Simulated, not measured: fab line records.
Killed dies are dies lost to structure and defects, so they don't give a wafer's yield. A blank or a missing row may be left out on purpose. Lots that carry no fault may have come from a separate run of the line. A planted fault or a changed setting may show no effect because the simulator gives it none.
Comparing a struck lot with a sound one ; flow nand-harc ; 14 out of 1302 route steps
Sound: the wafers L653.2, L653.3, L653.6. Struck: wafers L666.1, L666.3, L666.4. At the end, the cause is stated.
For every step that has rows: the tool of each side, followed by ch and its chambers, followed by its first start. Under that, the readings that differ: sound wafers ; struck wafers ; difference of the means ; sigmas: that difference in standard deviations of wafers without a fault.
alike: readings with means less than 2 such deviations apart, plus words and numbers identical on both sides. not compared: withheld readings, readings lacking a value on some wafer, bounds such as >300 that could conceal the same value, and numbers that have no deviation in the record and whose values overlap.
Wherever a step has rows on one side only, a row that says differs or no value, or a row with sigmas, the two part there. When numbers do not overlap yet have no deviation, they are printed without sigmas and do not part them. Lack of a reading on every wafer of one side parts them only where that side has two or more wafers.

first, 4 steps without rows for these wafers: NHARC_P_BONDPAD_EBR_05; NHARC_P_BONDPAD_EXPOSE_06 (exposes mask P BPAD); NHARC_P_BONDPAD_PEB_07 (peb time 80 s); NHARC_P_BONDPAD_DEVELOP_08 (time 50 s).
NHARC_P_BONDPAD_CD_MEAS_09: the cd target is 500 nm.
  sound on cd-sem-02 ch 0, day 9 18:53; struck on cd-sem-01 ch 0, day 14 21:11
  alike: cd-nm
NHARC_P_BONDPAD_OVL_MEAS_38:
  sound on overlay-01, day 9 18:58; struck on overlay-02, day 14 21:16
  alike: overlay-x-nm, overlay-y-nm
then, 1 step without rows for these wafers: NHARC_P_BONDPAD_HARDBAKE_10 (time 65 s).
NHARC_P_BONDPAD_DESCUM_11: chemistry O2, time 3 s.
  sound on rie-diel-13 ch 0,1,2, day 9 19:07; struck on rie-diel-13 ch 1,2,3, day 14 21:23
  alike: drypump-motor-current-A, mfc-ar-sccm, oes-product-au, rf-vpp-V, showerhead-plenum-p-Torr, throttle-valve-pct
  not compared: rf-hours-counter-h
NHARC_P_BONDPAD_ETCH_37: etches the open film in N2/H2, target depth 60 nm, overetch 18 nm, time 65.91 s.
  sound on rie-diel-13 ch 1,2, day 9 19:10; struck on rie-diel-13 ch 0,1,3, day 14 21:29
  alike: drypump-motor-current-A, mfc-ar-sccm, oes-product-au, rf-vpp-V, run-length-s, showerhead-plenum-p-Torr, throttle-valve-pct
  not compared: rf-hours-counter-h
NHARC_P_BONDPAD_ETCH_12: etches the open film in CHF3/O2, target depth 200 nm, time 100 s.
  sound: rie-diel-13 ch 0,1,3; struck: rie-diel-13 ch 1,2,3
  alike: chf3-flow-sccm, drypump-motor-current-A, mfc-ar-sccm, oes-product-au, rf-vpp-V, run-length-s, showerhead-plenum-p-Torr, throttle-valve-pct
  not compared: rf-hours-counter-h
NHARC_P_BONDPAD_CD_MEAS_13:
  sound on cd-sem-03, day 9 19:24; struck on cd-sem-02, day 14 21:43
  alike: cd-nm
NHARC_P_BONDPAD_STRIP_15: strips in O2.
  sound on rie-diel-04 ch 0,1,3, day 9 19:29; struck on rie-diel-13 ch 0,1,3, day 14 21:48
  alike: drypump-motor-current-A, mfc-ar-sccm, oes-product-au, rf-vpp-V, showerhead-plenum-p-Torr, throttle-valve-pct
  not compared: rf-hours-counter-h
NHARC_P_BONDPAD_ETCH_24: etches the open film in CF4/N2, target depth 30 nm, time 72.99 s.
  sound on rie-diel-04 ch 1,2, day 9 19:38; struck on rie-diel-13 ch 0,1,2, day 14 21:57
reading;sound;struck;difference;sigmas
run-length-s (s);94.5 94.0 94.2;73.7 73.2 73.2;-20.9;-47
  alike: drypump-motor-current-A, mfc-ar-sccm, oes-product-au, rf-vpp-V, showerhead-plenum-p-Torr, throttle-valve-pct
  not compared: rf-hours-counter-h
then, 1 step without rows for these wafers: NHARC_P_BONDPAD_STRIP_16 (strips in post etch residue remover, time 600 s).

## WHERE THEY PART
Within this record, at NHARC_P_BONDPAD_ETCH_24 only.

WHY: whatever the simulator had introduced
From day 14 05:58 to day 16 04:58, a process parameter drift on rie-diel-13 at NHARC_P_BONDPAD_ETCH_24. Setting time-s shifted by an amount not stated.
